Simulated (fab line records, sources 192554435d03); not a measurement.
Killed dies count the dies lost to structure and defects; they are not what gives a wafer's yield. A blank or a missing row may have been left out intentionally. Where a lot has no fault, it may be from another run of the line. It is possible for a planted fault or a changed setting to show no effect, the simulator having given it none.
fab line records -- flow n5-finfet
record: lots: 5, wafers: 15, last-day: 20
route steps=1938 shown BEOL_M0_SAQP@674 PASSIVATION@1936
lots that met no fault: from a run of the same line without faults
start-h: hours from the record's opening day to when the first of the lot's shown wafers began -- wait-h: time in hours since the lot's previous step -- " repeats the value in the row above -- L1.1+2: one row covering several wafers at once -- - no value present, or no start provided -- * or withheld: withheld -- < > ~ a bound
route shown NAME@n: NAME is a module with steps in the file, n the number in the route of the first one -- usual: mean/standard deviation taken from wafers without a fault -- same: alike in all rows -- chamber/n: place in a boat -- sites: each site's reading -- _std_site: their standard deviation -- _edge_site: mean of outer sites minus mean of inner sites -- radius-mm: for every site, how far away it sits from the centre of the wafer -- mask NAME#n: copy n -- behind: the last tool/chamber to shape the wafer -- hold: reason for holding the lot/hours on hold/outcome of the hold -- device: which transistor (n, p or np) failed to switch -- end of line: the same wafers' tests at the end of the route -- for a step that has no rows: nothing shown but its recipe -- killed: count of dies lost to structure and defects at first sort (not the wafer's yield) -- map: the dies of a wafer, with x for killed, . for not killed, _ for no die there
set.NAME: the setting that was run; set.NAME@STEP: the one run at that earlier step -- model.NAME: the simulator's own value behind a step, which no gauge read
lots seen at some steps along the route; tables by step, rows by wafer
services: the hour from which a tool's chamber was out of use, counted from the record's first day as start-h (under 0 if before that day), plus the number of hours and why
== steps ==
step: N5_BEOL_M0_SAQP_STRIP_108
recipe: chemistry: N2/H2, power-w: 500, temp-c: 40, pressure-mtorr: 50, rf-frequency-hz: 6e+07, overash-fraction: 0.3, bias-power-w: 28, h2-frac: 0.5, n2-flow-sccm: 300, h2-flow-sccm: 300
step: N5_BEOL_M0_SAQP_RECESS_109
recipe: chemistry: HF/NH3, target: SiO2, target-depth-a: 30, afs-cycles: 1, temp-c: 30, sublimation-temp-c: 180, sublimation-time-s: 60
step: N5_BEOL_M0_SAQP_SPACER2_ALD_26
recipe: material: SiO2, target-thk-a: 150, temp-c: 300, ald-precursor-family: BDEAS, ald-co-reactant: O2-plasma, pulse-time-s: 1, purge-time-s: 2, co-reactant-purge-time-s: 2, pressure-torr: 2
step: N5_BEOL_M0_SAQP_SPACER2_ETCHBACK_27
recipe: chemistry: CHF3/O2, mode: anisotropic-etchback, target: SiO2, target-depth-a: 225, time-s: 11.25, pressure-mtorr: 30, source-w: 650, bias-w: 170, Ar_flow_sccm: 200, CHF3_flow_sccm: 50, O2_flow_sccm: 5, ion-energy-ev: 200
step: N5_BEOL_M0_SAQP_MANDREL2_REMOVE_110
recipe: chemistry: HBr/Cl2/O2, bt-time-s: 10, target: a-Si, stop-on: SiCN, endpoint: OES-SiCl, over-etch-frac: 1, icp-w: 600, bias-w: 30, HBr_flow_sccm: 150, Cl2_flow_sccm: 80, O2_flow_sccm: 5, pressure-mtorr: 10
step: N5_BEOL_M0_SAQP_COAT_69
recipe: resist: SOC, temp-c: 250, time-s: 60, spin-rpm: 1500, resist-thk-nm: 90
step: N5_BEOL_M0_SAQP_COAT_72
recipe: resist: SiARC, temp-c: 220, time-s: 60, spin-rpm: 1500, resist-thk-nm: 15
step: N5_BEOL_M0_SAQP_COAT_87
recipe: resist: underlayer, temp-c: 205, time-s: 60, spin-rpm: 1500, resist-thk-nm: 5
step: N5_BEOL_M0_SAQP_COAT_34
recipe: resist: CAR-EUV, spin-rpm: 1500, resist-thk-nm: 30
step: N5_BEOL_M0_SAQP_EBR_36
recipe: solvent: PGMEA, ebr-width-mm: 1.5
step: N5_BEOL_M0_SAQP_SOFTBAKE_35
recipe: temp-c: 110, time-s: 60, resist: CAR-EUV
step: N5_BEOL_M0_SAQP_EXPOSE_37
recipe: mask-id: M0_CUT1, na: 0.33, source-shape: annular, sigma-inner: 0.35, sigma-outer: 0.8, polarization: unpolarized, target-cd-nm: 30, dose-mj: 44.75
usual: exposure-dose-mJ-cm2: 44.72/0.041
lot.wafer,tool,chamber,start-h,wait-h,mask,exposure-dose-mJ-cm2
L924.1,euv-scanner-01,0,149.88,-,M0_CUT1#0,44.71
L924.3,euv-scanner-01,0,149.88,-,M0_CUT1#0,44.64
L924.6,euv-scanner-01,0,149.88,-,M0_CUT1#0,44.69
L930.1,euv-scanner-01,0,185.66,-,M0_CUT1#0,45.83
L930.5,euv-scanner-01,0,185.66,-,M0_CUT1#0,45.90
L930.6,euv-scanner-01,0,185.66,-,M0_CUT1#0,45.87
L932.1,euv-scanner-02,0,191.95,-,M0_CUT1#0,44.71
L932.3,euv-scanner-02,0,191.95,-,M0_CUT1#0,44.72
L932.4,euv-scanner-02,0,191.95,-,M0_CUT1#0,44.70
L933.3,euv-scanner-01,0,199.05,-,M0_CUT1#0,45.62
L933.5,euv-scanner-01,0,199.05,-,M0_CUT1#0,45.64
L933.6,euv-scanner-01,0,199.05,-,M0_CUT1#0,45.59
L934.1,euv-scanner-01,0,209.71,-,M0_CUT1#0,45.42
L934.2,euv-scanner-01,0,209.71,-,M0_CUT1#0,45.41
L934.5,euv-scanner-01,0,209.71,-,M0_CUT1#0,45.37
step: N5_BEOL_M0_SAQP_PEB_38
recipe: peb-temp-c: 100, peb-time-s: 60, resist: CAR-EUV
step: N5_BEOL_M0_SAQP_DEVELOP_39
recipe: develop-time-s: 30, developer: TMAH, resist: CAR-EUV, rinse-liquid: surfactant-rinse, dry: air-spin, dev-temp-c: 23
step: N5_BEOL_M0_SAQP_DESCUM_45
recipe: chemistry: O2, time-s: 7, source-power-w: 50, bias-power-w: 20, pressure-mtorr: 20, rf-frequency-hz: 2.712e+07, temp-c: 40, resist: CAR-EUV, o2-flow-sccm: 225
usual: drypump-motor-current-A: 5.6/0.44, oes-product-au: 0.77/0.076, rf-vpp-V: 243.6/1.5, showerhead-plenum-p-Torr: 2.10/0.085, throttle-valve-pct: 20.42/0.2
lot.wafer,tool,chamber,start-h,wait-h,drypump-motor-current-A,oes-product-au,rf-hours-counter-h,rf-vpp-V,showerhead-plenum-p-Torr,throttle-valve-pct,model.BEOL_M0_SAQP.cd-nm
L924.1,rie-diel-05,3,150.26,0.2,5.8,0.73,155,241.2,1.99,20.22,30
L924.3,rie-diel-05,0,150.26,0.2,5.0,0.74,156,242.9,2.01,20.59,30.2
L924.6,rie-diel-05,2,150.26,0.2,6.1,0.81,-,242.7,2.20,20.26,30
L930.1,rie-diel-06,3,186.53,0.6,6.1,0.99,2,242.8,2.13,20.28,30.4
L930.5,rie-diel-06,3,186.53,0.6,6.1,1.00,-,245.8,2.13,20.30,30.4
L930.6,rie-diel-06,0,186.53,0.6,5.8,0.77,-,242.6,2.07,20.42,30.6
L932.1,rie-diel-05,0,192.46,0.3,5.0,0.72,177,243.2,2.00,20.66,29.8
L932.3,rie-diel-05,2,192.46,0.3,6.1,0.79,129,245.6,2.19,20.29,29.6
L932.4,rie-diel-05,1,192.46,0.3,5.6,0.71,206,245.4,2.13,20.35,29.6
L933.3,rie-diel-06,3,199.29,0.0,6.0,0.97,6,243.5,2.13,20.26,30.6
L933.5,rie-diel-06,3,199.29,0.0,6.1,0.97,-,245.7,2.13,20.27,30.4
L933.6,rie-diel-06,0,199.29,0.0,5.8,0.77,-,243.2,2.07,20.41,30.4
L934.1,rie-diel-05,0,210.08,0.1,5.0,0.71,183,240.8,2.00,20.65,30.4
L934.2,rie-diel-05,3,210.08,0.1,5.7,0.71,175,240.6,1.98,20.22,30.2
L934.5,rie-diel-05,1,210.08,0.1,5.6,0.71,-,244.4,2.13,20.38,30.2
step: N5_BEOL_M0_SAQP_ETCH_88
recipe: chemistry: N2/H2, target: underlayer, target-depth-a: 65, time-s: 5.2, ion-energy-ev: 200, mask-material: CAR-EUV, pressure-mtorr: 30, source-w: 840, bias-w: 150, n2-flow-sccm: 200, h2-flow-sccm: 200, ends: cleared
step: N5_BEOL_M0_SAQP_ETCH_73
recipe: chemistry: CF4, target: SiARC, target-depth-a: 195, mask-material: CAR-EUV, time-s: 32.5, ion-energy-ev: 80, pressure-mtorr: 40, source-w: 545, bias-w: 36, Ar_flow_sccm: 100, cf4-flow-sccm: 100, ends: cleared
usual: drypump-motor-current-A: 5.6/0.44, etch-rf-on-time-s: 32.9/1.1, oes-product-au: 0.66/0.068, rf-vpp-V: 184.1/1.3, showerhead-plenum-p-Torr: 2.16/0.079, throttle-valve-pct: 15.64/0.21
lot.wafer,tool,chamber,start-h,wait-h,drypump-motor-current-A,etch-rf-on-time-s,oes-product-au,rf-hours-counter-h,rf-vpp-V,showerhead-plenum-p-Torr,throttle-valve-pct,model.BEOL_M0_SAQP.cd-nm
L924.1,rie-diel-05,3,150.31,0.0,5.7,33.0,0.64,155,183.6,2.05,15.47,30
L924.3,rie-diel-05,0,150.31,0.0,5.0,33.9,0.62,156,183.5,2.06,15.71,30.2
L924.6,rie-diel-05,2,150.31,0.0,6.1,31.5,0.68,-,185.8,2.26,15.50,30
L930.1,rie-diel-06,3,186.58,0.0,6.0,30.3,0.87,2,184.2,2.19,15.40,30.6
L930.5,rie-diel-06,3,186.58,0.0,6.1,30.5,0.87,-,184.4,2.19,15.39,30.6
L930.6,rie-diel-06,0,186.58,0.0,5.8,33.6,0.65,-,184.7,2.14,15.80,30.4
L932.1,rie-diel-05,0,192.51,0.0,5.0,33.3,0.61,177,182.5,2.05,15.75,29.8
L932.3,rie-diel-05,2,192.51,0.0,6.1,31.5,0.67,129,183.4,2.25,15.54,29.4
L932.4,rie-diel-05,1,192.51,0.0,5.6,33.1,0.60,206,184.8,2.21,15.82,29.6
L933.3,rie-diel-06,3,199.34,0.0,6.1,30.3,0.86,6,183.9,2.19,15.40,30.8
L933.5,rie-diel-06,3,199.34,0.0,6.0,30.0,0.86,-,184.5,2.19,15.42,30.6
L933.6,rie-diel-06,0,199.34,0.0,5.8,33.4,0.66,-,184.2,2.14,15.79,30.2
L934.1,rie-diel-05,0,210.13,0.0,5.0,33.3,0.61,183,182.0,2.05,15.76,30.4
L934.2,rie-diel-05,3,210.13,0.0,5.7,32.2,0.64,175,182.9,2.04,15.52,30.4
L934.5,rie-diel-05,1,210.13,0.0,5.5,33.0,0.61,-,184.0,2.21,15.84,30.2
step: N5_BEOL_M0_SAQP_CUT_ETCH_46
recipe: chemistry: N2/H2, target: SOC, target-depth-a: 1350, overetch-a: 270, temp-c: 40, time-s: 202.5, ion-energy-ev: 200, mask-material: SiARC, pressure-mtorr: 30, source-w: 840, bias-w: 150, n2-flow-sccm: 200, h2-flow-sccm: 200
step: N5_PASSIVATION_PROBE_49
usual: defect-limited-yield: 90.9/1.6, killed_at_M0_to_M3: 37/11, killed_at_M4_up: 15/5.6, killed-at-contacts: 13/6.4, killed-at-front-end: 39/11, killed-at-other: 4/3.1, killed-dies: 107/19, killed-open: 71/14, killed-short: 34/7.8, sort_bin_5_function: 5.3/1, sort_bin_6_memory: 3.4/0.72, sort_bin_8_speed: 0.0/0.42, sort-n-pass: 1072/20, sort-yield-pct: 90.9/1.7
same: gross-dies: 1180, killed-at-back-side: 0, sort_bin_4_leakage[%]: 0
lot.wafer,tool,chamber,start-h,wait-h,defect-limited-yield[%],killed_at_M0_to_M3,killed_at_M4_up,killed-at-contacts,killed-at-front-end,killed-at-other,killed-dies,killed-open,killed-short,sort_bin_5_function[%],sort_bin_6_memory[%],sort_bin_8_speed[%],sort-n-pass,sort-yield-pct[%]
L934.1,prober-01,-,447.75,0.0,90.7,34,14,21,39,2,110,69,40,4.8,3.8,0,1070,90.7
L934.2,prober-01,-,447.80,0.1,93.3,26,8,13,27,5,79,55,24,3.5,2.9,0,1101,93.3
L934.5,prober-01,-,447.95,0.2,92.6,27,9,21,29,1,87,52,35,4.7,2.1,0,1093,92.6
L933.6,prober-02,-,467.85,0.3,93.5,16,15,6,38,2,77,47,29,3.4,2.7,0,1103,93.5
killed by level:class
L934.1 MOL_CONTACT_COAG:geometric-particle:open=14 FIN_SAQP:geometric-particle:open=10 BEOL_M0_SAQP:geometric-particle:open=9 BEOL_M1:geometric-particle:open=8 FIN_SAQP:geometric-particle:short=7 MOL_CONTACT_COAG:geometric-particle:short=7 BEOL_M4:geometric-particle:open=6 BEOL_M0_SAQP:geometric-particle:short=5
L934.2 MOL_CONTACT_COAG:geometric-particle:open=10 STI_FIN_REVEAL:geometric-particle:open=7 BEOL_M0_SAQP:geometric-particle:open=7 BEOL_M4:geometric-particle:open=7 GATE_CUT:geometric-particle:open=6 BEOL_M2:geometric-particle:open=5 BEOL_M0_SAQP:geometric-particle:short=4 MOL_CONTACT_COAG:geometric-particle:short=3
L934.5 MOL_CONTACT_COAG:geometric-particle:open=16 BEOL_M0_SAQP:geometric-particle:short=8 BEOL_M3:geometric-particle:open=7 STI_FIN_REVEAL:geometric-particle:open=6 DUMMY_GATE:geometric-particle:open=5 MOL_CONTACT_COAG:geometric-particle:short=5 DUMMY_GATE:geometric-particle:short=4 BEOL_M0_SAQP:geometric-particle:open=4
L933.6 BEOL_M4:geometric-particle:open=9 FIN_SAQP:geometric-particle:short=7 STI_FIN_REVEAL:geometric-particle:open=7 BEOL_M0_SAQP:geometric-particle:short=7 GATE_CUT:geometric-particle:short=5 GATE_CUT:geometric-particle:open=4 MOL_CONTACT_COAG:geometric-particle:open=4 FIN_SAQP:geometric-particle:open=3
== services ==
tool,chamber,start-h,hours,kind
euv-scanner-02,-,129.79,0.3,repair
euv-scanner-02,0,138.71,-,calibration
rie-diel-06,3,141.41,1.3,repair
euv-scanner-01,-,152.50,1.0,pm
rie-diel-06,3,156.83,2.9,repair
rie-diel-06,3,159.87,-,clean
rie-diel-06,3,159.87,-,consumable-replace:focus-ring
rie-diel-06,3,159.87,22.0,scheduled-down
rie-diel-06,3,159.87,22.0,vent-cycle
euv-scanner-02,-,174.39,1.0,pm
rie-diel-05,3,183.44,8.8,repair
euv-scanner-01,-,187.36,9.4,repair
euv-scanner-02,-,203.73,4.6,pm
euv-scanner-01,-,208.65,1.0,pm
euv-scanner-02,-,209.07,1.2,repair
== key ==
first-sign: step: N5_BEOL_M0_SAQP_EXPOSE_37, reading: exposure-dose-mJ-cm2, direction: up, sigmas: 22, usual: 44.72, struck: 45.63
effect none on later readings
model-effect: step: N5_BEOL_M0_SAQP_DESCUM_45, value: BEOL_M0_SAQP.cd-nm, without: 29.96, struck: 30.4
model-effect: step: N5_BEOL_M0_SAQP_ETCH_73, value: BEOL_M0_SAQP.cd-nm, without: 30.04, struck: 30.47
met-at N5_BEOL_M0_SAQP_EXPOSE_37
struck-wafers L930.1,L930.5,L930.6,L933.3,L933.5,L933.6,L934.1,L934.2,L934.5
rows-end L930.1,L930.5,L930.6,L933.3,L933.5
loop-trim: step: N5_BEOL_M0_SAQP_EXPOSE_37, setting: dose, lots: L933,L934
onset-between 149.88 185.66
fault: kind: process-parameter-drift, tool: euv-scanner-01, chamber: -, onset-h: 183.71, steps: N5_BEOL_M0_SAQP_EXPOSE_37, channel: dose-mj, offset: 1.1593, shape: step, acts-in: these-recipes-only, stated: 44.75
rows-end: these wafers met a further fault down the route, and their rows from its step on are left out
loop-trim: a control loop set the setting to another value than it would have without faults
